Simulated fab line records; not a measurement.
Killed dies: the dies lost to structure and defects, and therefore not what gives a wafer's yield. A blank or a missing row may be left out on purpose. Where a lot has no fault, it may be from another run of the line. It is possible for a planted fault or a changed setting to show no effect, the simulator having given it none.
Which of the tools did it?    flow n5Finfet    69 wafers from 23 lots sampled at 3 of the route's 1938 steps

WHAT EACH GAUGE READ, for each wafer
N5_PMOS_HMC_CHANNEL_EPI_INSPECT_30: inspects for defects (darkfield). Usual: 18 for rawDefectCount, sd 7.
lot   measured     on                rawDefectCount  flag
L074  day 1 21:33  defectInspect-02  30 14 12        
L075  day 2 04:40  defectInspect-02  30 27 25        
L076  day 2 09:14  defectInspect-01  14 12 12        
L077  day 2 13:50  defectInspect-02  10 20 21        
L078  day 2 19:59  defectInspect-02  13 8 9          
L079  day 3 01:47  defectInspect-01  14 16 12        
L080  day 3 07:49  defectInspect-01  11 19 15        
L081  day 3 14:19  defectInspect-01  28 18 14        
L082  day 3 19:53  defectInspect-01  28 19 20        
L083  day 4 03:16  defectInspect-01  13 24 9         
L084  day 4 08:06  defectInspect-01  25 17 24        
L086  day 4 20:26  defectInspect-02  14 20 19        
L087  day 5 02:08  defectInspect-02  28 21 10        
L088  day 5 08:02  defectInspect-02  11 11 27        
L089  day 5 14:07  defectInspect-01  33 14 18        
L090  day 5 20:14  defectInspect-02  24 20 35        
L091  day 6 01:56  defectInspect-01  18 19 21        
L092  day 6 08:25  defectInspect-01  11 25 18        
L093  day 6 14:23  defectInspect-01  30 16 24        
L094  day 6 19:55  defectInspect-02  17 21 35        
L095  day 7 02:29  defectInspect-01  28 16 7         
L096  day 7 08:14  defectInspect-02  17 17 13        
L097  day 7 14:37  defectInspect-02  16 18 10        

TOOL THAT RAN EACH LOT (tool first, then ch and the chambers of the sampled wafers, then the start)
lot   N5_ZERO_LAYER_ETCH_18           N5_WELL_APT_DESCUM_30
L074  rieSi-01 ch 0,1,2, day 1 12:55  rieDiel-04 ch 0,3, day 1 15:15
L075  rieSi-04 ch 0,1,2, day 1 20:22  rieDiel-01 ch 0,1,3, day 1 22:28
L076  rieSi-04 ch 0,1,2, day 2 01:26  rieDiel-01 ch 0,2,3, day 2 03:52
L077  rieSi-04 ch 1,2,3, day 2 06:47  rieDiel-04 ch 0,1, day 2 08:59
L078  rieSi-02 ch 1,3, day 2 12:55    rieDiel-01 ch 0,3, day 2 14:56
L079  rieSi-02 ch 1,2, day 2 18:50    rieDiel-04 ch 0,3, day 2 20:49
L080  rieSi-01 ch 0,1,2, day 3 00:47  rieDiel-04 ch 0,3, day 3 02:53
L081  rieSi-04 ch 0,2, day 3 06:48    rieDiel-01 ch 1,3, day 3 09:11
L082  rieSi-01 ch 0,1,2, day 3 13:02  rieDiel-06 ch 0,2,3, day 3 15:03
L083  rieSi-01 ch 1,3, day 3 19:45    rieDiel-01 ch 0,1,2, day 3 22:21
L084  rieSi-02 ch 1,2,3, day 4 00:53  rieDiel-04 ch 0,1,2, day 4 03:01
L086  rieSi-01 ch 2,3, day 4 13:01    rieDiel-01 ch 0,3, day 4 15:21
L087  rieSi-01 ch 2,3, day 4 18:56    rieDiel-06 ch 1,2,3, day 4 21:10
L088  rieSi-01 ch 0,1,3, day 5 00:49  rieDiel-01 ch 0,2,3, day 5 02:52
L089  rieSi-01 ch 0,2, day 5 07:01    rieDiel-06 ch 1,3, day 5 09:08
L090  rieSi-04 ch 0,3, day 5 13:00    rieDiel-01 ch 0,1,2, day 5 15:19
L091  rieSi-02 ch 1,2,3, day 5 18:55  rieDiel-06 ch 0,2,3, day 5 21:07
L092  rieSi-02 ch 0,2, day 6 01:05    rieDiel-06 ch 0,1,2, day 6 03:19
L093  rieSi-04 ch 0,1,3, day 6 06:55  rieDiel-01 ch 0,1,2, day 6 09:10
L094  rieSi-02 ch 0,2, day 6 13:00    rieDiel-06 ch 0,1, day 6 15:00
L095  rieSi-04 ch 0,2,3, day 6 19:02  rieDiel-06 ch 0,2,3, day 6 21:11
L096  rieSi-01 ch 0,1,3, day 7 00:57  rieDiel-04 ch 0,2,3, day 7 03:12
L097  rieSi-01 ch 0,1, day 7 06:56    rieDiel-01 ch 1,2, day 7 09:23
- N5_ZERO_LAYER_ETCH_18: etches Si in HBr/Cl2, target depth 120 nm, time 40 s.
- N5_WELL_APT_DESCUM_30: chemistry O2, time 7.9 s.

AS READ BY THE TOOLS THEMSELVES (means over the sampled wafers that have a number; for cases with no such wafer, the mark the record gives instead)
N5_ZERO_LAYER_ETCH_18. Usual: biasW 74.97 W, standard deviation 0.21; drypumpMotorCurrentA 6.0 A, standard deviation 0.53; oesProductAu 1.005 a.u., standard deviation 0.015; throttleValvePct 36.39 %, standard deviation 0.28.
lot   tool      biasW (W)  drypumpMotorCurrentA (A)  oesProductAu (a.u.)  throttleValvePct (%)  flag
L074  rieSi-01  75.01      6.0                       1.008                36.67                 
L075  rieSi-04  74.85      6.2                       0.997                36.08                 
L076  rieSi-04  74.95      6.2                       0.992                36.07                 
L077  rieSi-04  74.80      6.3                       0.997                36.08                 
L078  rieSi-02  74.99      5.9                       1.017                36.35                 
L079  rieSi-02  75.21      5.9                       1.021                36.35                 
L080  rieSi-01  74.85      6.0                       1.006                36.65                 
L081  rieSi-04  75.02      6.4                       0.999                36.05                 
L082  rieSi-01  74.93      6.0                       1.010                36.66                 
L083  rieSi-01  74.97      6.8                       0.993                36.49                 
L084  rieSi-02  75.02      5.7                       1.005                36.35                 
L086  rieSi-01  74.82      6.3                       1.011                36.52                 
L087  rieSi-01  74.98      6.4                       1.012                36.52                 
L088  rieSi-01  74.86      6.4                       0.998                36.59                 
L089  rieSi-01  74.98      5.6                       1.018                36.74                 
L090  rieSi-04  74.92      5.9                       1.002                35.88                 
L091  rieSi-02  74.98      5.7                       1.014                36.35                 
L092  rieSi-02  74.93      5.3                       1.015                36.54                 
L093  rieSi-04  75.11      6.0                       0.991                36.00                 
L094  rieSi-02  74.91      5.3                       1.015                36.43                 
L095  rieSi-04  74.82      6.2                       0.999                35.96                 
L096  rieSi-01  74.94      6.4                       0.999                36.59                 
L097  rieSi-01  74.61      6.1                       1.002                36.71                 

N5_WELL_APT_DESCUM_30. Usual: drypumpMotorCurrentA 5.8 A, standard deviation 0.4; oesProductAu 0.82 a.u., standard deviation 0.068; rfVppV 243.5 V, standard deviation 1.2; showerheadPlenumPTorr 2.12 Torr, standard deviation 0.065; throttleValvePct 20.43 %, standard deviation 0.17.
lot   tool        drypumpMotorCurrentA (A)  oesProductAu (a.u.)  rfVppV (V)  showerheadPlenumPTorr (Torr)  throttleValvePct (%)  flag
L074  rieDiel-04  6.5                       0.78                 244.2       2.13                          20.30                 
L075  rieDiel-01  5.7                       0.89                 244.5       2.16                          20.39                 
L076  rieDiel-01  5.8                       0.91                 244.0       2.13                          20.44                 
L077  rieDiel-04  6.0                       0.77                 242.3       2.03                          20.39                 
L078  rieDiel-01  5.6                       0.85                 243.6       2.15                          20.44                 
L079  rieDiel-04  6.4                       0.74                 242.3       2.05                          20.45                 
L080  rieDiel-04  6.4                       0.74                 243.1       2.05                          20.45                 
L081  rieDiel-01  5.7                       0.85                 244.4       2.12                          20.38                 
L082  rieDiel-06  5.6                       0.78                 243.8       2.14                          20.43                 
L083  rieDiel-01  5.9                       0.90                 244.2       2.13                          20.41                 
L084  rieDiel-04  5.7                       0.76                 243.5       2.09                          20.51                 
L086  rieDiel-01  5.6                       0.84                 243.9       2.15                          20.47                 
L087  rieDiel-06  5.5                       0.80                 243.3       2.14                          20.38                 
L088  rieDiel-01  5.9                       0.85                 243.7       2.12                          20.47                 
L089  rieDiel-06  5.8                       0.83                 243.6       2.12                          20.43                 
L090  rieDiel-01  5.9                       0.87                 243.4       2.13                          20.44                 
L091  rieDiel-06  5.7                       0.76                 243.3       2.13                          20.44                 
L092  rieDiel-06  5.6                       0.79                 243.9       2.13                          20.45                 
L093  rieDiel-01  5.9                       0.87                 244.0       2.12                          20.45                 
L094  rieDiel-06  5.9                       0.79                 242.8       2.09                          20.57                 
L095  rieDiel-06  5.6                       0.75                 242.9       2.13                          20.47                 
L096  rieDiel-04  6.1                       0.81                 244.3       2.19                          20.48                 
L097  rieDiel-01  6.1                       0.85                 242.6       2.06                          20.47                 

THE ANSWER, worked out from the rows above alone
Rule: a lot counts as off when the mean over its wafers that have a number is more than 3 standard deviations away from the usual mean. A lot without any number at a reading at which 4 lots or more have one is off too. Any other lot the step has rows for is counted as sound. After the gauges, taken in route order, come the tools' own readings; for these a lot's mean is taken, as printed above. The first step at which some lot is off is used, and at that step the reading that is off furthest; a lot without a number counts as furthest.
None of the lots is off at any reading shown; this tells nothing.

WHAT THE SIMULATOR HAD INSERTED
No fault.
